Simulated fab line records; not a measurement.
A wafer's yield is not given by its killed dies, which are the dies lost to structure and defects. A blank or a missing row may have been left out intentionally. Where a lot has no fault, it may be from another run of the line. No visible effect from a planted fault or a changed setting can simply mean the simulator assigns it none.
Matching of chambers    flow n5-finfet    rie-diel-04 running N5_BEOL_M5_ETCH_62: 4 sister chambers
The step etches SOC in N2/H2, target depth 75 nm, overetch 15 nm, time 112.5 s. 14 wafers are shown with their chamber, then 7 later ones without.

== WAFERS WITH THEIR CHAMBER ==
wafer   chamber  showerhead-plenum-p-Torr (Torr)  throttle-valve-pct (%)  oes-product-au (a.u.)
L075.2  3        2.51                             18.04                   0.58
L075.4  0        2.52                             18.08                   0.56
L075.6  1        2.65                             17.75                   0.61
L076.1  0        2.52                             18.09                   0.56
L076.2  1        2.65                             17.73                   0.61
L076.4  3        2.51                             18.03                   0.57
L078.2  3        2.51                             18.05                   0.57
L078.4  1        2.65                             17.76                   0.60
L078.6  0        2.52                             18.10                   0.55
L079.3  3        2.51                             18.06                   0.57
L079.4  1        2.65                             17.75                   0.60
L079.6  0        2.52                             18.10                   0.55
L087.1  1        2.64                             17.79                   0.59
L087.3  2        2.49                             17.63                   0.74

SIGNATURES (averages over the wafers above)
reading                   chamber 0  chamber 1  chamber 2  chamber 3  scatter within a chamber
showerhead-plenum-p-Torr  2.5200     2.6480     2.4900     2.5100     0.00283
throttle-valve-pct        18.0925    17.7560    17.6300    18.0450    0.0164
oes-product-au            0.5550     0.6020     0.7400     0.5725     0.00675
Rule: distance of a wafer from a chamber = root of the sum over the readings of ((wafer's reading minus chamber's mean) / reading's scatter) squared. The wafer belongs to the nearest chamber; if the next one is less than 2 further off, it can't be placed. The scatter: the root of (the sum of the squares of (reading less its chamber's mean) over the shown wafers, divided by (wafers less chambers)).

== WAFERS WHOSE CHAMBER IS MISSING ==
wafer   showerhead-plenum-p-Torr (Torr)  throttle-valve-pct (%)  oes-product-au (a.u.)
L087.6  2.50                             18.08                   0.56
L091.2  2.64                             17.81                   0.58
L091.5  2.50                             18.10                   0.55
L091.6  2.48                             17.66                   0.71
L092.1  2.64                             17.80                   0.58
L092.2  2.48                             17.67                   0.71
L092.4  2.50                             18.10                   0.55

== THE CHAMBER EACH PASSED THROUGH ==
wafer   from the rows above      in truth
L087.6  3                        3
L091.2  1                        1
L091.5  can't be placed: 3 or 0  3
L091.6  2                        2
L092.1  1                        1
L092.2  2                        2
L092.4  can't be placed: 3 or 0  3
Placed correctly: 5 of 7. From these rows, 2 cannot be placed; in 2 the true chamber is one of the candidates. Wrongly placed: 0.
